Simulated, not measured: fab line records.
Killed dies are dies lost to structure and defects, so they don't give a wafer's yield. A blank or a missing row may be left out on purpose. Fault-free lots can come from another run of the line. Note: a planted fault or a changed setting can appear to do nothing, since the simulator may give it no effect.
Chamber matching    flow n5_finfet    N5_HKMG_FIN_ALD_21 on ald_metal-02: 4 sister chambers
The step deposits TiN, target thk 1.5 nm, pulse time 1 s, purge time 3 s. 16 wafers are shown with their chamber, then 8 later ones without.

== WAFERS PAIRED WITH THEIR CHAMBERS ==
wafer   chamber  heater_power_w (W)  precursor_pulse_height_rel
L074.2  1        845                 0.974
L074.4  0        844                 1.000
L074.5  1        859                 1.002
L078.2  2        783                 1.025
L078.3  1        858                 0.996
L078.5  0        832                 1.004
L081.2  3        883                 1.011
L081.3  1        864                 0.987
L081.4  2        801                 1.021
L083.1  2        824                 0.993
L083.3  0        820                 0.991
L083.6  3        876                 0.985
L084.1  2        803                 0.991
L084.5  0        842                 0.991
L084.6  1        856                 0.987
L090.3  3        867                 0.998

SIGNATURES (averages over the wafers above)
reading                     chamber 0  chamber 1  chamber 2  chamber 3  scatter within a chamber
heater_power_w              834.50     856.40     802.75     875.33     11.3
precursor_pulse_height_rel  0.99650    0.98920    1.00750    0.99800    0.0125
Rule: distance of a wafer from a chamber = root of the sum over the readings of ((wafer's reading minus chamber's mean) / reading's scatter) squared. If the next closest chamber is less than 2 further off than the closest, the wafer can't be placed; otherwise it belongs to the closest. The scatter: the root of (the sum of the squares of (reading less its chamber's mean) over the shown wafers, divided by (wafers less chambers)).

== WAFERS MISSING THEIR CHAMBER ==
wafer   heater_power_w (W)  precursor_pulse_height_rel
L090.4  799                 0.986
L090.6  824                 0.988
L093.1  892                 0.990
L093.3  866                 1.000
L093.4  828                 1.003
L096.1  883                 0.978
L096.2  807                 1.020
L096.5  868                 0.967

== CHAMBER TAKEN BY EACH ==
wafer   from the rows above           in truth
L090.4  can't be placed: 2 or 0       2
L090.6  can't be placed: 0 or 2 or 1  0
L093.1  can't be placed: 3 or 1       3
L093.3  can't be placed: 3 or 1 or 0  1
L093.4  can't be placed: 0 or 2 or 1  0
L096.1  can't be placed: 3 or 1       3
L096.2  2                             2
L096.5  can't be placed: 1 or 3 or 0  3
1 of 8 placed correctly. Can't be placed from these rows: 7 (the true chamber is among the candidates in 7). 0 placed wrongly.
